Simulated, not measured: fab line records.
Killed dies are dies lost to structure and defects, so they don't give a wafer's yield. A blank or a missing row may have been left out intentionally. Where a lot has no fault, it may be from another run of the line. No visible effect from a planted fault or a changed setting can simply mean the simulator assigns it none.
What tool caused it? ; flow nand harc ; Sampling: 6 lots, 17 wafers, 5 of 1159 route steps

WHAT EACH GAUGE READ, for each wafer
NHARC_END_SORT_01.
lot;measured;on;killed at array
L641;day 21 08:49;prober-01;29 30

WHICH TOOL RAN EACH LOT (tool, then ch and the chambers of the sampled wafers, then the start)
lot;NHARC_P_GATE_DESCUM_61;NHARC_P_GATE_STRIP_113;NHARC_P_GATE_RTA_80;NHARC_P_CONTACT_ETCH_18
L637;rie diel-12 ch 1,2,3, day 5 21:42;plasma asher-02 ch 0,1, day 6 00:02;rtp anneal-01 ch 0, day 6 01:46;rie diel-01 ch 0,1, day 6 04:35
L638;rie diel-12 ch 0,1,3, day 6 07:59;plasma asher-01 ch 0,1, day 6 09:56;rtp anneal-01 ch 0, day 6 11:50;rie diel-11 ch 0,2, day 6 15:04
L641;rie diel-13 ch 0,3, day 7 02:31;plasma asher-02 ch 1, day 7 05:08;rtp anneal-01 ch 0, day 7 06:45;rie diel-01 ch 1, day 7 09:59
L644;rie diel-12 ch 0,2,3, day 8 12:10;plasma asher-02 ch 0,1, day 8 14:38;rtp anneal-01 ch 0, day 8 16:34;rie diel-11 ch 0,2,3, day 8 19:31
L656;rie diel-13 ch 0,1,3, day 10 11:55;plasma asher-01 ch 0,1, day 10 13:59;rtp anneal-02 ch 0, day 10 15:44;rie diel-08 ch 0,1,3, day 10 18:54
L657;rie diel-09 ch 0,1,3, day 11 06:21;plasma asher-02 ch 0,1, day 11 08:26;rtp anneal-02 ch 0, day 11 10:20;rie diel-11 ch 1,2,3, day 11 13:37
- NHARC_P_GATE_DESCUM_61: chemistry O2, time 3 s.
- NHARC_P_GATE_STRIP_113: strips in N2/H2, time 740 s.
- NHARC_P_GATE_RTA_80: time 30 s.
- NHARC_P_CONTACT_ETCH_18: etches the open film in C4F8/O2/Ar, target depth 481 nm, time 240.5 s.

THE ANSWER, worked out from the rows above alone
Rule: what is usual is taken from the lots themselves. The widest of any qualifying gaps counts: lots, ordered by their means at a reading, are off when they make up no more than a third of the lots, leave a main group of 4 or more, and stand apart from it by 3 or more times the standard deviation of that group's means. Not used: any main group whose means are identical at the precision the tables above print for the reading. Also off: a lot with no number at a reading for which 4 or more lots have one. All remaining lots with rows at the step are treated as sound.
No lot is off on any of the readings shown, so nothing can be concluded from this.

WHAT THE SIMULATOR HAD INSERTED
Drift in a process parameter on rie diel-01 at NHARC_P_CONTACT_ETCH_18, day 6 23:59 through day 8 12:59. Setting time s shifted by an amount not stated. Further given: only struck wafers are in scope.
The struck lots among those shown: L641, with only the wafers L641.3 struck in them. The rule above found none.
